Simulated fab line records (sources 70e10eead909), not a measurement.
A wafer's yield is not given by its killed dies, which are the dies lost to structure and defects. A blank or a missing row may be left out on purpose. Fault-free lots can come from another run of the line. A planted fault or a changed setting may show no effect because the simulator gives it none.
fab line records	flow nand_harc
record: lots: 14	wafers: 42	last_day: 33
route steps=1302 shown A_SLIT@933 A_WL_FILL@976 A_CONTACT@985
lots that met no fault: from a run of the same line without faults
start_h: hours from the record's opening day to when the first of the lot's shown wafers began	wait_h: time in hours since the lot's previous step	" repeats the value in the row above	L1.1+2: a single row standing in for several wafers	- no value, or no start was given	* or withheld: withheld	< > ~ a bound
route shown NAME@n: NAME is a module with steps in the file, n the number in the route of the first one	usual: mean/standard deviation taken from wafers without a fault	same: alike in all rows	chamber/n: place in a boat	sites: readings site by site	_std_site: how widely they spread, as a standard deviation	_edge_site: the outer-site mean with the inner-site mean subtracted	radius_mm: for every site, how far away it sits from the centre of the wafer	mask NAME#n: copy n	behind: the tool/chamber that last shaped the wafer	hold: why the lot was held/for how many hours/how that ended	device: whichever transistor did not switch (one of n, p or np)	end of line: the tests these same wafers got at the end of their route	step lacking rows: just its recipe	killed: at the first sort, the dies lost to defects and structure; wafer yield is something else	map: a wafer's dies, x killed, . not, _ none there
set.NAME: the run value of the setting; set.NAME@STEP: its run value at that earlier step	model.NAME: the simulator's own value behind a step, which no gauge read
the route's steps for a sample of lots (tables are steps, rows are wafers)
services: the hour from which a tool's chamber was out of use, counted from the record's first day as start_h (under 0 if before that day), plus the number of hours and why
== steps ==
step: NHARC_A_SLIT_CD_MEAS_09
recipe: target_cd_nm: 300	landing_energy_ev: 500
usual: cd_nm: 299.9/0.63
lot.wafer	tool	chamber	start_h	wait_h	cd_nm
L591.2	cd_sem-02	0	453.40	-	300.7
L591.3	"	0	"	"	300.6
L591.6	"	0	"	"	300.9
L593.1	cd_sem-03	0	469.37	-	300.5
L593.5	"	0	"	"	300.3
L593.6	"	0	"	"	299.6
L594.1	cd_sem-01	0	469.72	-	299.4
L594.4	"	0	"	"	300.2
L594.5	"	0	"	"	299.6
L599.1	cd_sem-03	0	529.08	-	300.0
L599.3	"	0	"	"	300.1
L599.6	"	0	"	"	298.6
L597.1	cd_sem-02	0	529.39	-	299.0
L597.2	"	0	"	"	300.3
L597.5	"	0	"	"	300.4
L600.2	cd_sem-02	0	543.34	-	298.9
L600.3	"	0	"	"	299.6
L600.4	"	0	"	"	299.8
L602.3	cd_sem-03	0	550.14	-	298.2
L602.4	"	0	"	"	299.0
L602.5	"	0	"	"	299.6
L603.4	cd_sem-01	0	562.60	-	300.7
L603.5	"	0	"	"	299.6
L603.6	"	0	"	"	301.1
L607.1	cd_sem-03	0	610.76	-	300.4
L607.4	"	0	"	"	299.5
L607.5	"	0	"	"	299.8
L608.1	cd_sem-02	0	620.05	-	299.1
L608.3	"	0	"	"	300.3
L608.4	"	0	"	"	299.7
L611.1	cd_sem-01	0	637.64	-	300.5
L611.4	"	0	"	"	299.7
L611.6	"	0	"	"	299.1
L614.1	cd_sem-01	0	664.40	-	300.1
L614.2	"	0	"	"	300.5
L614.3	"	0	"	"	300.0
L613.1	cd_sem-02	0	664.56	-	300.2
L613.3	"	0	"	"	299.7
L613.6	"	0	"	"	298.8
L612.2	cd_sem-01	0	665.78	-	300.4
L612.5	"	0	"	"	299.8
L612.6	"	0	"	"	300.7
step: NHARC_A_SLIT_ETCH_26
recipe: bias_v: 400	source_w: 2000	pressure_mtorr: 25	time_s: 90	ar_flow_sccm: 375	c4f8_flow_sccm: 41.7	o2_flow_sccm: 83.3	target_depth_a: 4000	chemistry: C4F8/O2/Ar
usual: bias_v: 401/3.8	drypump_motor_current_A: 5.46/0.28	rf_fwd_power_W: 1985/8	showerhead_plenum_p_Torr: 3.69/0.17	throttle_valve_pct: 27.620/0.0091
lot.wafer	tool	chamber	start_h	wait_h	bias_v	drypump_motor_current_A	rf_fwd_power_W	rf_hours_counter_h	showerhead_plenum_p_Torr	throttle_valve_pct
L591.2	har_etch-02	1	458.47	2.4	402	5.70	1980	38	3.72	27.622
L591.3	"	1	"	"	404	5.68	1975	-	3.72	27.622
L591.6	"	1	"	"	401	5.72	1991	-	3.72	27.612
L593.1	har_etch-01	1	474.74	2.5	404	5.80	1980	264	3.51	27.615
L593.5	"	0	"	"	404	5.12	1969	-	3.60	27.611
L593.6	"	1	"	"	407	5.81	1980	-	3.51	27.607
L594.1	har_etch-02	1	474.98	3.0	396	5.70	1986	53	3.71	27.620
L594.4	"	0	"	"	398	5.23	2005	-	3.95	27.631
L594.5	"	1	"	"	404	5.69	1992	-	3.71	27.627
L599.1	har_etch-02	1	534.55	3.0	402	5.69	1983	84	3.70	27.606
L599.3	"	1	"	"	409	5.71	1984	-	3.70	27.628
L599.6	"	1	"	"	404	5.68	1988	-	3.70	27.620
L597.2	har_etch-01	1	535.80	3.0	403	5.79	1985	299	3.49	27.636
L597.1	"	0	"	"	395	5.13	1983	299	3.58	27.619
L597.5	"	1	"	"	403	5.81	1984	-	3.49	27.603
L600.2	har_etch-01	1	552.02	3.0	402	5.80	1985	306	3.49	27.616
L600.3	"	1	"	"	408	5.81	1976	-	3.49	27.612
L600.4	"	0	"	"	395	5.13	1985	-	3.57	27.627
L602.3	har_etch-02	1	555.24	1.9	401	5.68	1988	-	3.69	27.628
L602.4	"	0	"	"	402	5.20	1997	-	3.92	27.625
L602.5	"	0	"	"	405	5.22	1993	-	3.92	27.623
L603.4	har_etch-02	1	568.04	1.3	403	5.66	1989	-	3.68	27.615
L603.5	"	0	"	"	397	5.21	1991	-	3.92	27.610
L603.6	"	1	"	"	404	5.68	1984	-	3.68	27.618
L607.1	har_etch-02	1	615.85	3.0	392	5.71	1978	130	3.67	27.611
L607.4	"	1	"	"	394	5.71	1984	-	3.67	27.621
L607.5	"	1	"	"	397	5.67	1976	-	3.67	27.618
L608.1	har_etch-01	1	625.35	3.0	397	5.78	1981	348	3.47	27.614
L608.3	"	1	"	"	399	5.80	1979	-	3.47	27.615
L608.4	"	0	"	"	399	5.12	1981	-	3.55	27.632
L611.1	har_etch-02	0	646.47	2.5	407	5.21	1992	149	3.89	27.630
L611.4	"	1	"	"	396	5.67	1976	-	3.66	27.630
L611.6	"	0	"	"	402	5.22	1990	-	3.89	27.610
L614.2	har_etch-02	1	669.44	3.0	399	5.66	1980	160	3.65	27.622
L614.1	"	0	"	"	398	5.22	2002	160	3.89	27.605
L614.3	"	0	"	"	400	5.23	1982	-	3.89	27.645
L613.1	har_etch-01	0	669.61	3.0	402	5.11	1978	375	3.54	27.622
L613.3	"	1	"	"	400	5.82	1982	-	3.45	27.619
L613.6	"	0	"	"	400	5.13	1971	-	3.53	27.615
L612.2	har_etch-02	0	673.27	3.0	406	5.21	1986	164	3.89	27.624
L612.5	"	0	"	"	404	5.22	2000	-	3.88	27.615
L612.6	"	1	"	"	395	5.71	1982	-	3.65	27.601
step: NHARC_A_WL_FILL_CVD_20
recipe: target_thk_a: 1000	temp_c: 400	pressure_torr: 40	wf6_flow_sccm: 40	h2_flow_sccm: 1600	ar_flow_sccm: 1560	time_s: 74	material: W
usual: chamber_pressure_Torr: 40.00/0.081	heater_power_outer_w: 489/44	heater_power_w: 803/67	throttle_valve_pct: 8.03/0.23
lot.wafer	tool	chamber	start_h	wait_h	chamber_pressure_Torr	heater_power_outer_w	heater_power_w	throttle_valve_pct
L591.2	cvd_w-02	1	484.09	-	39.94	545	882	7.95
L591.3	"	1	"	"	39.81	545	901	7.95
L591.6	"	0	"	"	39.96	427	737	7.79
L594.1	cvd_w-02	1	504.72	-	40.12	545	877	8.03
L594.4	"	1	"	"	40.11	538	879	8.06
L594.5	"	1	"	"	40.11	532	880	8.28
L593.1	cvd_w-01	0	504.72	-	40.04	463	767	7.57
L593.5	"	0	"	"	39.93	457	732	7.31
L593.6	"	1	"	"	40.15	541	920	8.21
L597.1	cvd_w-02	0	560.05	-	39.96	436	718	8.09
L597.2	"	1	"	"	40.01	539	862	7.94
L597.5	"	0	"	"	40.05	421	720	8.15
L599.1	cvd_w-02	1	560.19	-	39.94	535	901	8.17
L599.3	"	1	"	"	40.11	552	862	8.10
L599.6	"	0	"	"	40.00	423	717	8.40
L600.2	cvd_w-02	1	579.35	-	39.94	551	878	8.08
L600.3	"	1	"	"	40.15	552	897	7.95
L600.4	"	0	"	"	39.87	437	731	8.17
L602.3	cvd_w-02	1	579.53	-	39.95	549	872	8.08
L602.4	"	0	"	"	39.99	428	745	8.05
L602.5	"	0	"	"	40.00	432	727	7.98
L603.4	cvd_w-01	1	593.49	-	40.08	483	855	8.42
L603.6	"	0	"	"	40.06	486	742	8.08
L603.5	"	1	"	"	40.06	510	873	8.14
L607.1	cvd_w-01	1	641.92	-	-	-	-	-
L607.4	"	0	"	"	-	-	-	-
L607.5	"	1	"	"	-	-	-	-
L608.1	cvd_w-02	0	654.32	-	-	-	-	-
L608.4	"	1	"	"	-	-	-	-
L608.3	"	0	"	"	-	-	-	-
L611.1	cvd_w-02	1	674.57	-	40.10	531	847	8.23
L611.4	"	0	"	"	39.99	427	712	8.11
L611.6	"	1	"	"	40.09	529	852	7.96
L614.2	cvd_w-02	0	695.10	-	39.97	418	708	7.71
L614.1	"	1	"	"	39.98	530	856	7.91
L614.3	"	1	"	"	39.93	539	848	8.57
L613.1	cvd_w-01	0	695.13	-	39.99	482	760	7.96
L613.3	"	0	"	"	40.06	492	764	8.05
L613.6	"	1	"	"	39.97	506	868	8.43
L612.2	cvd_w-01	1	698.96	-	40.02	489	865	8.32
L612.6	"	0	"	"	39.98	477	764	7.74
L612.5	"	1	"	"	39.96	512	856	8.30
step: NHARC_A_WL_FILL_CMP_12
recipe: t_overpolish_s: 30	target_thk_nm: 100
usual: motor_current_A: 11.7/1.1	overpolish_run_s: 29.999/0.0094	retaining_ring_pressure_frac: 0.999/0.0053	time_to_endpoint_s: 19/3.2
lot.wafer	tool	chamber	start_h	wait_h	motor_current_A	overpolish_run_s	retaining_ring_pressure_frac	time_to_endpoint_s
L591.3	cmp-01	1	484.25	0.1	12.6	30.012	0.994	15
L591.2	"	2	"	"	13.9	30.002	1.009	20
L591.6	"	2	"	"	14.6	30.007	0.995	23
L594.1	cmp-01	3	504.90	0.2	12.2	29.993	0.995	21
L594.4	"	1	"	"	12.3	29.996	0.998	14
L594.5	"	0	"	"	12.8	30.000	1.003	16
L593.1	cmp-03	3	504.93	0.2	10.8	29.990	0.991	18
L593.6	"	2	"	"	11.4	29.991	0.997	19
L593.5	"	3	"	"	10.7	29.994	0.989	17
L597.1	cmp-03	1	560.26	0.2	10.5	30.006	1.002	21
L597.2	"	2	"	"	11.0	29.990	0.996	22
L597.5	"	0	"	"	10.9	30.000	1.008	18
L599.3	cmp-04	3	560.37	0.1	11.4	29.998	1.006	19
L599.1	"	1	"	"	12.6	30.010	1.002	20
L599.6	"	3	"	"	11.2	30.006	1.000	19
L600.3	cmp-04	2	579.53	0.1	11.4	30.021	1.000	26
L600.4	"	0	"	"	11.3	30.017	1.002	19
L600.2	"	1	"	"	11.9	30.012	1.004	17
L602.4	cmp-03	1	579.69	0.1	9.9	30.006	0.997	18
L602.3	"	2	"	"	11.3	29.999	1.007	23
L602.5	"	0	"	"	11.2	29.996	1.002	14
L603.4	cmp-04	1	593.65	0.1	12.1	29.999	1.010	24
L603.6	"	3	"	"	11.5	29.986	0.994	23
L603.5	"	0	"	"	11.4	30.004	1.001	21
L607.1	cmp-03	1	642.12	0.2	10.4	30.000	0.997	0
L607.4	"	3	"	"	10.6	30.006	0.999	1
L607.5	"	0	"	"	11.4	30.002	0.992	0
L608.4	cmp-01	0	654.47	0.1	13.3	30.004	1.005	0
L608.1	"	1	"	"	12.2	30.010	0.994	0
L608.3	"	3	"	"	12.3	30.002	1.003	2
L611.1	cmp-03	1	674.75	0.2	10.6	30.000	0.993	16
L611.4	"	3	"	"	11.2	30.000	0.993	18
L611.6	"	0	"	"	11.5	29.991	1.002	14
L614.3	cmp-01	3	695.31	0.1	11.7	30.005	0.992	21
L614.1	"	0	"	"	13.1	30.011	0.999	17
L614.2	"	1	"	"	12.8	29.990	0.996	14
L613.3	cmp-03	0	695.31	0.1	11.2	30.000	0.991	12
L613.1	"	2	"	"	11.0	29.995	1.002	20
L613.6	"	1	"	"	10.5	30.015	0.991	17
L612.2	cmp-04	2	699.11	0.1	11.7	30.006	0.997	25
L612.5	"	2	"	"	11.0	29.993	0.998	25
L612.6	"	3	"	"	12.2	29.992	0.999	19
step: NHARC_A_CONTACT_DEP_28
recipe: target_thk_a: 70000	temp_c: 400	material: aC
usual: throttle_valve_pct: 35.000/0.0098
lot.wafer	tool	chamber	start_h	wait_h	throttle_valve_pct
L591.2	acl_dep-02	0	486.55	1.2	34.999
L591.3	"	0	"	"	34.992
L591.6	"	0	489.39	4.1	35.006
L594.1	acl_dep-03	0	509.68	3.4	35.006
L594.4	"	0	511.82	5.5	35.000
L594.5	"	0	"	"	34.993
L593.1	acl_dep-02	0	510.63	4.0	35.005
L593.5	"	0	513.51	6.9	35.006
L593.6	"	0	"	"	34.992
L597.1	acl_dep-03	0	561.89	0.6	35.000
L597.2	"	0	"	"	34.993
L597.5	"	0	564.73	3.4	34.999
L599.1	acl_dep-02	0	563.47	2.0	35.007
L599.3	"	0	564.87	3.4	35.001
L599.6	"	0	566.98	5.5	35.019
L600.2	acl_dep-01	0	581.40	0.8	35.000
L600.3	"	0	"	"	34.993
L600.4	"	0	"	"	35.013
L602.3	acl_dep-02	0	582.24	1.5	35.001
L602.4	"	0	"	"	34.983
L602.5	"	0	"	"	35.007
L603.4	acl_dep-01	0	599.08	4.4	35.013
L603.5	"	0	"	"	34.983
L603.6	"	0	"	"	34.988
L611.1	acl_dep-01	0	680.37	4.6	35.003
L611.4	"	0	682.49	6.7	34.989
L611.6	"	0	683.90	8.1	34.995
L614.1	acl_dep-03	0	697.97	1.6	34.998
L614.2	"	0	"	"	34.996
L614.3	"	0	"	"	34.992
L613.1	acl_dep-01	0	698.82	2.4	34.993
L613.3	"	0	700.22	3.8	34.986
L613.6	"	0	702.33	5.9	34.996
L612.2	acl_dep-02	0	702.69	2.5	34.989
L612.5	"	0	704.77	4.6	35.009
L612.6	"	0	"	"	34.999
== services ==
tool	chamber	start_h	hours	kind
cvd_w-02	-	450.07	13.0	pm
cmp-03	-	456.05	4.0	pm
cmp-01	-	460.41	0.9	repair
cmp-04	-	466.37	1.7	repair
cmp-01	-	479.52	4.0	pm
cmp-01	-	488.97	4.1	repair
cmp-04	-	503.06	4.0	pm
cvd_w-01	-	547.22	13.0	pm
cmp-04	-	552.14	1.0	repair
cmp-03	-	552.90	2.2	repair
acl_dep-01	-	553.29	13.0	pm
cvd_w-01	1	571.54	4.2	repair
cmp-01	-	577.52	4.0	pm
cvd_w-01	1	577.72	3.3	repair
cvd_w-02	1	582.91	10.5	repair
cvd_w-02	0	583.14	11.5	repair
cvd_w-01	1	595.75	1.2	repair
acl_dep-02	-	605.76	13.0	pm
cvd_w-01	0	621.23	3.6	repair
cvd_w-02	-	631.07	13.0	pm
cmp-03	-	645.49	1.9	repair
cmp-03	-	653.05	4.0	pm
cmp-03	-	682.89	1.1	repair
cvd_w-02	1	686.57	1.9	repair
== key ==
first_sign: step: NHARC_A_WL_FILL_CVD_20	reading: tool_record	direction: missing
effect: step: NHARC_A_WL_FILL_CMP_12	reading: time_to_endpoint_s	direction: down	sigmas: 5.8	usual: *	struck: *
met_at NHARC_A_WL_FILL_CVD_20
struck_lots L607,L608
later_rows_left_out L607.1,L607.4,L607.5,L608.1,L608.3,L608.4
sort_left_out L607.1,L607.4,L607.5,L608.1,L608.3,L608.4
tester_left_out L607,L608
not_acting_at NHARC_A_SLIT_CD_MEAS_09,NHARC_A_SLIT_ETCH_26,NHARC_A_CONTACT_DEP_28
onset_between 593.49 641.92
fault: kind: skipped_step_whole	tool: cvd_w-01,cvd_w-02	chamber: -	onset_h: 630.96	steps: NHARC_A_WL_FILL_CVD_20	scope: struck_lots_only
tester_left_out: of these lots the tester's yield and bins aren't shown, on N5 and GAA mostly nor the transistor test; their killed dies are dies lost to structure and defects alone, not to doping, threshold or leakage, so they don't give the yield
sort_left_out: the simulated sort isn't trusted on such a fault, so these wafers' sort isn't shown, and their yield isn't known
later_rows_left_out: the simulator's readings of these wafers behind a module that went badly wrong aren't trusted and aren't shown, but for the sort
